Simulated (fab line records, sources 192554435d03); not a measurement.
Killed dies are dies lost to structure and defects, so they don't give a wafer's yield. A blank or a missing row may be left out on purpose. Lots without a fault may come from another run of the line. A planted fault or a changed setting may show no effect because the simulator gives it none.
A struck lot beside a sound one | flow n5_finfet | 14 steps out of a route of 1938
Sound: wafers L371.2, L371.3, L371.5. Struck: wafers L384.1, L384.2, L384.6. The cause comes at the end.
At each step with rows: each side's tool, then ch and its chambers, then its first start. Under that, the readings that differ: sound wafers | struck wafers | difference of the means | sigmas: that difference in standard deviations of wafers without a fault.
alike: readings whose means differ by less than 2 such deviations, and words and numbers that are the same on both sides. not compared: withheld readings, readings that some wafer has no value for, bounds like >300 that may hide the same value, and numbers for which the record gives no deviation and whose values overlap.
The two part at a step that has a row with sigmas, a row that says differs or no value, or rows on one side only. Numbers that don't overlap but have no deviation are shown without sigmas and don't part them. A reading that every wafer of one side lacks parts them only if that side has two wafers or more.

first, 1 step without rows for these wafers: N5_BEOL_M2_DEVELOP_27 (develop time 30 s).
N5_BEOL_M2_CD_MEAS_28: target cd 26.2 nm, target cd y 24.1 nm.
  sound on cd_sem-01 ch 0, day 6 17:42; struck on cd_sem-03 ch 0, day 10 06:37
  alike: cd_nm
N5_BEOL_M2_OVL_MEAS_29:
  sound on overlay-02 ch 0, day 6 17:44; struck on overlay-01 ch 0, day 10 06:38
  alike: V1_OVL
N5_BEOL_M2_INSPECT_30: inspects for defects (brightfield).
  sound on defect_inspect-02, day 6 17:47; struck on defect_inspect-02, day 10 06:42
  alike: raw_defect_count
N5_BEOL_M2_DESCUM_33: chemistry O2, time 7 s.
  sound on rie_diel-02 ch 0,1,3, day 6 17:50; struck on rie_diel-02 ch 2,3, day 10 06:59
  reading                     | sound       | struck      | difference | sigmas
  drypump_motor_current_A (A) | 4.9 4.9 5.2 | 6.4 5.2 6.3 | +1.0       | +2
  alike: bias_power_w, oes_product_au, rf_vpp_V, showerhead_plenum_p_Torr, throttle_valve_pct
  not compared: rf_hours_counter_h
N5_BEOL_M2_ETCH_77: etches underlayer in N2/H2, target depth 6.5 nm, time 5.2 s.
  sound on rie_diel-02 ch 0,1,3, day 6 17:52; struck on rie_diel-02 ch 2,3, day 10 07:01
  reading                     | sound       | struck      | difference | sigmas
  drypump_motor_current_A (A) | 4.9 5.0 5.2 | 6.3 5.2 6.4 | +0.9       | +2
  alike: etch_rf_on_time_s, oes_product_au, rf_vpp_V, showerhead_plenum_p_Torr, throttle_valve_pct
  not compared: rf_hours_counter_h
then, 1 step without rows for these wafers: N5_BEOL_M2_ETCH_69 (etches SiARC in CF4, target depth 15.6 nm, time 26 s).
N5_BEOL_M2_ALD_98: deposits SiO2, target thk 2.5 nm, pulse time 1 s, co reactant pulse time 1 s.
  sound on ald_sin-01 ch 0,2,3, day 6 17:58; struck on ald_sin-02 ch 1,2,3, day 10 07:29
  alike: chamber_pressure_Torr, heater_power_outer_w, heater_power_w, precursor_pulse_height_rel
N5_BEOL_M2_ETCHBACK_99: etches SiO2 in CHF3, target depth 5 nm, time 10.4 s.
  sound on rie_diel-01 ch 1,3, day 6 21:05; struck on rie_diel-02 ch 2,3, day 10 17:11
  alike: drypump_motor_current_A, oes_product_au, rf_vpp_V, showerhead_plenum_p_Torr, throttle_valve_pct
  not compared: rf_hours_counter_h
N5_BEOL_M2_ETCH_70: etches SOC in N2/H2, target depth 80 nm, overetch 24 nm, time 130 s.
  sound on rie_diel-01 ch 1,3, day 6 21:07; struck on rie_diel-02 ch 2,3, day 10 17:13
  alike: drypump_motor_current_A, oes_product_au, rf_vpp_V, run_length_s, showerhead_plenum_p_Torr, throttle_valve_pct
  not compared: rf_hours_counter_h
then, 2 steps without rows for these wafers: N5_BEOL_M2_STRIP_71 (strips in N2/H2); N5_BEOL_M2_STRIP_78 (strips in N2/H2).
N5_BEOL_M2_VIA_ETCH_34: etches the open film in C4F6/O2, target depth 69.4 nm, time 65.9 s.
  sound on rie_diel-01 ch 1,3, day 6 21:13; struck on rie_diel-02 ch 2,3, day 10 17:19
  reading                  | sound             | struck         | difference | sigmas
  run_length_s (s)         | 88.8 88.7 88.9    | 86.0 85.8 85.9 | -2.9       | -9
  model.etch.depth_nm (nm) | 69.22 70.92 68.95 | 65.81 68.16 66 | -3.04      |
  alike: C4F6_flow_sccm, drypump_motor_current_A, oes_product_au, rf_vpp_V, showerhead_plenum_p_Torr, throttle_valve_pct
  not compared: rf_hours_counter_h
then, 1 step without rows for these wafers: N5_BEOL_M2_STRIP_83 (strips in C4F6/O2).

WHERE THEY PART
First at N5_BEOL_M2_DESCUM_33; last, within this record, at N5_BEOL_M2_VIA_ETCH_34.

WHY: what the simulator had put in
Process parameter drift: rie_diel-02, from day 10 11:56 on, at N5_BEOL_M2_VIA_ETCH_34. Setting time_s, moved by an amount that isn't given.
